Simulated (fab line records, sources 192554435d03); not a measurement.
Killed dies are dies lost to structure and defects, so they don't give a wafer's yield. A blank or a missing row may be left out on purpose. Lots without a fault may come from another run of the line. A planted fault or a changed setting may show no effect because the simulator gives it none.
Which tool did it? | flow n5_finfet | 10 lots, 29 wafers sampled, at 6 steps of a route of 1938

WHAT THE GAUGES READ, wafer by wafer
N5_BEOL_M2_OVL_MEAS_12. Usual: M2_OVL 0.3 nm, standard deviation 0.69.
lot  | measured     | on         | M2_OVL (nm)   | flag
L412 | day 6 17:48  | overlay-02 | 0.3 -0.2 0.0  |
L416 | day 7 17:30  | overlay-02 | -0.1 0.1 -0.8 |
L419 | day 8 03:15  | overlay-02 | -0.6 1.1 0.2  |
L415 | day 8 03:29  | overlay-01 | -0.2 1.2      |
L417 | day 8 03:38  | overlay-02 | 0.3 -0.1 0.4  |
L426 | day 10 05:30 | overlay-01 | 0.5 1.3 -0.6  |
L427 | day 10 19:55 | overlay-01 | 1.2 1.1 1.4   |
L431 | day 11 09:54 | overlay-02 | 2.0 1.0 0.9   |
L432 | day 11 19:16 | overlay-01 | 0.2 -1.4 -0.6 |
L435 | day 12 09:38 | overlay-02 | 0.8 -0.5 -0.1 |

N5_BEOL_M2_INSPECT_13: inspects for defects (brightfield). Usual: raw_defect_count 436, standard deviation 87.
lot  | measured     | on                | raw_defect_count | flag
L412 | day 6 17:52  | defect_inspect-01 | 405 368 407      |
L416 | day 7 17:34  | defect_inspect-02 | 418 411 510      |
L419 | day 8 03:19  | defect_inspect-01 | 530 446 472      |
L415 | day 8 03:32  | defect_inspect-01 | 489 389          |
L417 | day 8 03:42  | defect_inspect-02 | 568 398 449      |
L426 | day 10 05:34 | defect_inspect-01 | 1013 1262 1107   | OFF
L427 | day 10 19:58 | defect_inspect-01 | 1083 1007 965    | OFF
L431 | day 11 09:57 | defect_inspect-01 | 357 329 321      |
L432 | day 11 19:20 | defect_inspect-01 | 335 420 364      |
L435 | day 12 09:41 | defect_inspect-01 | 417 414 368      |

N5_BEOL_M4_RC_MEAS_101. Usual: DIBL_N 37.2 mV/V, standard deviation 2.5; DIBL_P 38 mV/V, standard deviation 3; IOFF_N 0.17 nA/um, standard deviation 0.044; IOFF_P 0.24 nA/um, standard deviation 0.059; ION_N 667 uA/um, standard deviation 13; ION_P 461 uA/um, standard deviation 7.9; SS_N 71.8 mV/dec, standard deviation 0.86; SS_P 73.6 mV/dec, standard deviation 0.92; VT_N 250 mV, standard deviation 4.1; VT_P -249 mV, standard deviation 3.9.
lot  | measured     | on        | DIBL_N (mV/V)  | DIBL_P (mV/V) | IOFF_N (nA/um) | IOFF_P (nA/um) | ION_N (uA/um) | ION_P (uA/um) | SS_N (mV/dec)  | SS_P (mV/dec)  | VT_N (mV)   | VT_P (mV)      | flag
L412 | day 8 07:10  | prober-01 | 39.1 36.4 34.9 | 38 37 35      | 0.18 0.15 0.12 | 0.21 0.22 0.18 | 668 665 660   | 455 457 452   | 71.8 71.4 71.3 | 73.7 73.9 73.1 | 252 250 252 | -252 -252 -254 |
L416 | day 9 11:36  | prober-02 | 34.7 39.1 39.5 | 33 39 41      | 0.10 0.18 0.21 | 0.17 0.26 0.29 | 654 679 683   | 462 463 467   | 71.3 71.7 72.2 | 72.4 73.6 74.7 | 255 247 244 | -251 -244 -244 |
L419 | day 9 15:33  | prober-02 | 37.6 36.2 38.3 | 37 36 38      | 0.18 0.15 0.20 | 0.23 0.22 0.26 | 676 660 675   | 461 458 473   | 71.5 71.5 71.7 | 73.5 73.6 73.7 | 248 253 246 | -251 -250 -249 |
L415 | day 9 19:04  | prober-01 | 35.1 40.2      | 35 42         | 0.12 0.23      | 0.19 0.34      | 652 677       | 454 461       | 72.0 73.0      | 72.7 75.4      | 254 245     | -250 -245      |
L417 | day 9 20:43  | prober-01 | 38.4 37.4 39.7 | 38 38 40      | 0.17 0.16 0.20 | 0.24 0.23 0.29 | 684 667 682   | 465 460 475   | 71.6 72.3 72.5 | 74.1 73.9 74.6 | 251 254 248 | -251 -250 -246 |
L426 | day 12 05:06 | prober-02 | 39.0 34.9 36.5 | 39 36 38      | 0.19 0.12 0.15 | 0.23 0.18 0.21 | 678 659 672   | 460 457 455   | 72.2 71.4 71.8 | 73.8 72.9 73.5 | 248 252 250 | -249 -252 -252 |
L427 | day 12 09:56 | prober-01 | 41.7 39.2 40.4 | 45 43 43      | 0.29 0.22 0.24 | 0.38 0.36 0.36 | 674 685 674   | 471 482 470   | 73.4 72.5 72.9 | 75.3 75.1 75.4 | 241 246 248 | -239 -238 -241 |
L431 | day 12 23:52 | prober-01 | 35.6 36.4 34.8 | 36 38 36      | 0.15 0.16 0.13 | 0.21 0.24 0.21 | 666 681 660   | 459 469 453   | 71.2 71.0 71.4 | 72.4 72.7 72.3 | 251 251 254 | -251 -248 -252 |
L432 | day 13 02:53 | prober-01 | 37.1 35.6 39.0 | 36 36 39      | 0.14 0.14 0.18 | 0.22 0.22 0.28 | 651 666 665   | 452 464 464   | 71.5 71.0 72.2 | 73.0 73.4 74.2 | 254 250 249 | -248 -249 -247 |
L435 | day 14 02:14 | prober-02 | 32.1 32.5 34.2 | 33 32 36      | 0.11 0.11 0.14 | 0.15 0.15 0.19 | 655 664 672   | 449 453 465   | 70.3 70.4 70.5 | 71.7 72.1 72.6 | 254 255 252 | -254 -256 -251 |

WHICH TOOL RAN EACH LOT (tool, then ch and the chambers of the sampled wafers, then the start)
lot  | N5_BEOL_M1_ANNEAL_91         | N5_BEOL_M1_SPUTTER_96        | N5_BEOL_M2_ILD_DEP_00
L412 | pvd_sputter-02, day 6 15:22  | pvd_sputter-02, day 6 15:57  | pecvd-01 ch 0,2, day 6 17:06
L416 | pvd_sputter-01, day 7 14:03  | pvd_sputter-01, day 7 14:38  | pecvd-02 ch 0,2, day 7 15:59
L419 | pvd_sputter-02, day 8 00:13  | pvd_sputter-02, day 8 00:48  | pecvd-02 ch 0,1,2, day 8 01:56
L415 | pvd_sputter-03, day 8 00:22  | pvd_sputter-03, day 8 00:56  | pecvd-02 ch 0,2, day 8 02:07
L417 | pvd_sputter-01, day 8 00:38  | pvd_sputter-01, day 8 01:13  | pecvd-02 ch 0,2, day 8 02:20
L426 | pvd_sputter-03, day 10 02:32 | pvd_sputter-03, day 10 03:07 | pecvd-02 ch 0,1,2, day 10 04:14
L427 | pvd_sputter-03, day 10 17:13 | pvd_sputter-03, day 10 17:47 | pecvd-02 ch 1,2, day 10 18:56
L431 | pvd_sputter-01, day 11 06:54 | pvd_sputter-01, day 11 07:29 | pecvd-03 ch 0,1,2, day 11 08:35
L432 | pvd_sputter-03, day 11 16:51 | pvd_sputter-03, day 11 17:26 | pecvd-01 ch 0,1,2, day 11 18:34
L435 | pvd_sputter-01, day 12 06:41 | pvd_sputter-01, day 12 07:16 | pecvd-03 ch 1,2, day 12 08:22
- N5_BEOL_M1_ANNEAL_91: time 240 s.
- N5_BEOL_M1_SPUTTER_96: material Cu, target thk 4.5 nm, time 8.29 s.
- N5_BEOL_M2_ILD_DEP_00: deposits SiOC from DEMS/O2, target thk 79 nm, time 15.3 s.

WHAT THE TOOLS THEMSELVES READ (means of the sampled wafers that have a number; where no wafer has one, the mark that the record gives instead)
N5_BEOL_M1_ANNEAL_91. Usual: heater_power_w 828 W, standard deviation 100.
lot  | tool           | heater_power_w (W) | flag
L412 | pvd_sputter-02 | 931                |
L416 | pvd_sputter-01 | 833                |
L419 | pvd_sputter-02 | 853                |
L415 | pvd_sputter-03 | 820                |
L417 | pvd_sputter-01 | 858                |
L426 | pvd_sputter-03 | 751                |
L427 | pvd_sputter-03 | 771                |
L431 | pvd_sputter-01 | 816                |
L432 | pvd_sputter-03 | 775                |
L435 | pvd_sputter-01 | 840                |

N5_BEOL_M1_SPUTTER_96. Usual: throttle_valve_pct 29.9 %, standard deviation 0.91.
lot  | tool           | throttle_valve_pct (%) | flag
L412 | pvd_sputter-02 | 29.7                   |
L416 | pvd_sputter-01 | 29.8                   |
L419 | pvd_sputter-02 | 28.4                   |
L415 | pvd_sputter-03 | 30.6                   |
L417 | pvd_sputter-01 | 30.2                   |
L426 | pvd_sputter-03 | 30.0                   |
L427 | pvd_sputter-03 | 30.8                   |
L431 | pvd_sputter-01 | 29.8                   |
L432 | pvd_sputter-03 | 30.7                   |
L435 | pvd_sputter-01 | 29.7                   |

N5_BEOL_M2_ILD_DEP_00. Usual: heater_power_w 482 W, standard deviation 61; showerhead_plenum_p_Torr 5.699 Torr, standard deviation 0.013; throttle_valve_pct 11.8 %, standard deviation 0.44.
lot  | tool     | heater_power_w (W) | showerhead_plenum_p_Torr (Torr) | throttle_valve_pct (%) | flag
L412 | pecvd-01 | 427                | 5.706                           | 11.7                   |
L416 | pecvd-02 | 524                | 5.700                           | 11.9                   |
L419 | pecvd-02 | 498                | 5.692                           | 11.9                   |
L415 | pecvd-02 | 558                | 5.689                           | 11.9                   |
L417 | pecvd-02 | 516                | 5.693                           | 12.0                   |
L426 | pecvd-02 | 505                | 5.696                           | 12.0                   |
L427 | pecvd-02 | 518                | 5.698                           | 11.7                   |
L431 | pecvd-03 | 448                | 5.714                           | 11.8                   |
L432 | pecvd-01 | 459                | 5.702                           | 11.9                   |
L435 | pecvd-03 | 450                | 5.700                           | 12.4                   |

THE ANSWER, worked out from the rows above alone
Rule: a lot is off if the mean of its wafers that have a number lies more than 3 standard deviations from the usual mean. A lot without any number at a reading at which 4 lots or more have one is off too. The other lots that the step has rows for count as sound. The gauges are gone through in route order, then the tools' own readings, and for those a lot's mean is taken as printed above. The first step at which some lot is off is used, and at that step the reading that is off furthest; a lot without a number counts as furthest.
Off: L426, L427, at N5_BEOL_M2_INSPECT_13 (raw_defect_count).
A tool fits if, at a process step before that reading, it ran every lot that is off, and no sound lot after the first of them. The gauges at N5_BEOL_M2_INSPECT_13 are tried like those tools. One fits: pecvd-02 at N5_BEOL_M2_ILD_DEP_00. Its last sound lot is L417 (day 8 02:20), its first lot that is off L426 (day 10 04:14): a fault that began between those two fits.

WHAT THE SIMULATOR HAD PUT IN
Chamber particle source: pecvd-02, from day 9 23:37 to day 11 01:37, at N5_BEOL_M2_ILD_DEP_00. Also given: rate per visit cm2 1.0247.
Lots struck among those shown: L426, L427. The rule above found the same.
